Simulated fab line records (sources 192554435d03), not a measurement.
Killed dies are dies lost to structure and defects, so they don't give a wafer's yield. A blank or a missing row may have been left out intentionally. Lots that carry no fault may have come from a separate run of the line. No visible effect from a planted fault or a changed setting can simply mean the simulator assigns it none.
Comparing a struck lot with a sound one    flow n5 finfet    15 out of 1938 route steps
Sound: these wafers, L529.2, L529.4, L529.6. Struck: wafer L531.3. (L531.1, L531.4 of the same lot were not struck and are left out.) The cause comes at the end.
For every step that has rows: the tool of each side, followed by ch and its chambers, followed by its first start. Under that, the readings that differ: sound wafers    struck wafers    difference of the means    sigmas: that difference in standard deviations of wafers without a fault.
alike: words and numbers the same on both sides, and readings whose means are apart by under 2 such deviations; not compared: readings that were withheld, readings missing a value for some wafer, numbers with overlapping values and no deviation given by the record, and bounds like >300 which may hide the same value.
Wherever a step has rows on one side only, a row that says differs or no value, or a row with sigmas, the two part there. Numbers that don't overlap but have no deviation are shown without sigmas and don't part them. A reading missing from all wafers of one side parts the sides only when that side holds two or more wafers.

first, 7 steps without rows for these wafers: N5_PASSIVATION_COAT_38; N5_PASSIVATION_EBR_40; N5_PASSIVATION_SOFTBAKE_39 (time 120 s); N5_PASSIVATION_EXPOSE_41 (exposes mask PASS OPEN, defocus 0 nm, target cd 40000 nm); N5_PASSIVATION_PEB_42; N5_PASSIVATION_DEVELOP_43 (develop time 60 s); N5_PASSIVATION_HARDBAKE_45 (time 120 s).
N5_PASSIVATION_CD_MEAS_44 targets a cd of 40000 nm.
  sound on cd sem-02 ch 0, day 12 06:21; struck on cd sem-02 ch 0, day 12 18:04
  alike: cd nm
N5_PASSIVATION_OVL_MEAS_66:
  sound on overlay-02 ch 0, day 12 06:23; struck on overlay-02 ch 0, day 12 18:05
  alike: PASS_OPEN_OVL
N5_PASSIVATION_INSPECT_67: inspects for defects (macro).
  struck on defect inspect-02, day 12 18:07; sound on defect inspect-01, day 12 06:24
reading           sound  struck  difference  sigmas
raw defect count  2 3 4  0       -3          -2
N5_PASSIVATION_DESCUM_46: chemistry O2, time 7.9 s.
  sound on rie diel-03 ch 0,2, day 12 06:26; struck on rie diel-06 ch 2, day 12 18:09
  alike: bias power w, drypump motor current A, oes product au, rf vpp V, showerhead plenum p Torr, throttle valve pct
  not compared: rf hours counter h
N5_PASSIVATION_PASS_ETCH_47: etches SiNx in CF4/O2, target depth 770 nm, time 385 s.
  sound on rie diel-03 ch 0,2, day 12 06:28; struck on rie diel-06 ch 2, day 12 18:11
  alike: drypump motor current A, oes product au, rf vpp V, showerhead plenum p Torr, throttle valve pct
  not compared: rf hours counter h
N5_PASSIVATION_ETCH_54: etches SiO2 in CHF3/O2, target depth 880 nm, time 440 s.
  sound on rie diel-03 ch 0,2, day 12 06:42; struck on rie diel-06 ch 2, day 12 18:25
reading                                  sound              struck  difference  sigmas
model.etch.depth nm (nm)                 880.5 869.9 884.4  806.5   -71.8       
model.PASSIVATION.feature depth nm (nm)  880.4 870 884.4    806.4   -71.9       
  alike: drypump motor current A, oes product au, rf vpp V, showerhead plenum p Torr, throttle valve pct
  not compared: rf hours counter h
N5_PASSIVATION_STRIP_48: strips in O2.
  sound on rie diel-03 ch 0,2, day 12 06:59; struck on rie diel-06 ch 2, day 12 18:42
reading       sound      struck  difference  sigmas
rf vpp V (V)  0 5.7 6.9  10.0    +5.8        +2
  alike: drypump motor current A, oes product au, showerhead plenum p Torr, throttle valve pct
  not compared: rf hours counter h
after that, 1 step had no rows for these wafers: N5_PASSIVATION_PROBE_49.

## WHERE THEY PART
Last at N5_PASSIVATION_STRIP_48 as far as this record goes, first at N5_PASSIVATION_INSPECT_67.

WHY: what had been put in by the simulator
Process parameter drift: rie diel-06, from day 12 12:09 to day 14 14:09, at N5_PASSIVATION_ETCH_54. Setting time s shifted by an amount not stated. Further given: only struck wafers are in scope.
